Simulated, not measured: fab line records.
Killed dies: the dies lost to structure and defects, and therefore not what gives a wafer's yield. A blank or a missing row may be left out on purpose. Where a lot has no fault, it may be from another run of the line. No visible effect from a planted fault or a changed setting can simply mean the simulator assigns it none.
The tool behind it: which one?    flow n5-finfet    Sampling: 24 lots, 72 wafers, 2 of 1938 route steps

WHAT EACH GAUGE READ, for each wafer
N5_HKMG_FIN_INSPECT_28: inspects for defects (darkfield).
lot   measured      on                 raw-defect-count
L074  day 4 07:53   defect-inspect-01  16 33 26
L075  day 4 17:29   defect-inspect-01  28 22 32
L076  day 4 23:56   defect-inspect-02  15 28 57
L077  day 5 02:54   defect-inspect-01  17 34 33
L078  day 5 10:51   defect-inspect-01  53 27 24
L079  day 5 13:29   defect-inspect-01  34 44 25
L080  day 6 01:30   defect-inspect-01  23 28 40
L081  day 6 03:01   defect-inspect-01  39 35 55
L082  day 6 10:03   defect-inspect-02  29 22 32
L084  day 6 19:47   defect-inspect-01  28 19 15
L083  day 6 21:40   defect-inspect-02  24 43 20
L085  day 7 05:46   defect-inspect-01  49 68 46
L086  day 7 07:44   defect-inspect-02  58 68 54
L087  day 7 14:02   defect-inspect-01  35 41 22
L088  day 7 17:07   defect-inspect-02  29 48 28
L089  day 8 04:29   defect-inspect-02  41 47 19
L090  day 8 07:03   defect-inspect-01  40 53 26
L091  day 8 14:10   defect-inspect-01  61 63 69
L092  day 8 23:53   defect-inspect-02  91 54 59
L093  day 9 01:18   defect-inspect-01  58 35 45
L094  day 9 07:47   defect-inspect-01  17 38 41
L095  day 9 15:05   defect-inspect-02  33 18 20
L096  day 9 18:33   defect-inspect-02  33 19 34
L097  day 10 03:01  defect-inspect-01  76 43 65

EACH LOT AND THE TOOL THAT RAN IT (in order: tool; ch and the chambers of the sampled wafers; start)
lot   N5_HKMG_FIN_ALD_75
L074  ald-hk-01 ch 0,1,3, day 3 23:11
L075  ald-hk-03 ch 0,1,3, day 4 09:00
L076  ald-hk-02 ch 1,2,3, day 4 15:23
L077  ald-hk-03 ch 0,3, day 4 17:59
L078  ald-hk-02 ch 0,1, day 5 02:15
L079  ald-hk-03 ch 2,3, day 5 04:56
L080  ald-hk-01 ch 0,2,3, day 5 17:00
L081  ald-hk-02 ch 1,2,3, day 5 18:32
L082  ald-hk-03 ch 0,1,3, day 6 01:43
L084  ald-hk-02 ch 0,2,3, day 6 11:23
L083  ald-hk-01 ch 2,3, day 6 13:19
L085  ald-hk-02 ch 0,1,3, day 6 21:14
L086  ald-hk-02 ch 0,1,3, day 6 23:17
L087  ald-hk-03 ch 2,3, day 7 05:44
L088  ald-hk-01 ch 2,3, day 7 09:02
L089  ald-hk-02 ch 1,2,3, day 7 20:09
L090  ald-hk-03 ch 1,2,3, day 7 22:14
L091  ald-hk-03 ch 0,3, day 8 05:38
L092  ald-hk-03 ch 0,3, day 8 15:26
L093  ald-hk-01 ch 0,1,3, day 8 17:06
L094  ald-hk-02 ch 0,1,2, day 8 22:54
L095  ald-hk-01 ch 0,2,3, day 9 06:07
L096  ald-hk-02 ch 0,2,3, day 9 10:13
L097  ald-hk-01 ch 0,2, day 9 18:10
- N5_HKMG_FIN_ALD_75: deposits Al2O3, target thk 1 nm, co reactant pulse time 1 s.

WHAT THE TOOLS THEMSELVES READ (means of the sampled wafers that have a number; where no wafer has one, the mark that the record gives instead)
N5_HKMG_FIN_ALD_75.
lot   tool       heater-power-w (W)  precursor-pulse-height-rel
L074  ald-hk-01  146                 0.997
L075  ald-hk-03  148                 1.019
L076  ald-hk-02  146                 1.013
L077  ald-hk-03  146                 1.017
L078  ald-hk-02  141                 0.997
L079  ald-hk-03  145                 0.997
L080  ald-hk-01  152                 1.012
L081  ald-hk-02  144                 0.995
L082  ald-hk-03  151                 0.975
L084  ald-hk-02  141                 1.009
L083  ald-hk-01  166                 0.996
L085  ald-hk-02  138                 0.988
L086  ald-hk-02  138                 0.979
L087  ald-hk-03  145                 1.005
L088  ald-hk-01  168                 0.982
L089  ald-hk-02  147                 0.991
L090  ald-hk-03  154                 1.014
L091  ald-hk-03  141                 1.010
L092  ald-hk-03  139                 0.977
L093  ald-hk-01  146                 1.013
L094  ald-hk-02  146                 0.972
L095  ald-hk-01  158                 0.995
L096  ald-hk-02  143                 0.997
L097  ald-hk-01  145                 1.003

THE ANSWER, worked out from the rows above alone
Rule: usual is defined by the lots themselves. Put in order of their means at a reading, lots are off if they are a third of the lots or fewer, leave a main group of 4 or more, and stand apart from it by a gap of 3 or more times the standard deviation of the main group's means; of several such gaps the widest counts. If all means in a main group match to the digits the tables above print for the reading, that group is not used. A lot without any number at a reading at which 4 lots or more have one is off too. Any other lot the step has rows for is counted as sound. After the gauges, taken in route order, come the tools' own readings; for these a lot's mean is taken, as printed above. The first step at which some lot is off is used, and at that step the reading that is off furthest; a lot without a number counts as furthest.
No lot is off on any of the readings shown, so nothing can be concluded from this.

WHAT WAS PUT IN BY THE SIMULATOR
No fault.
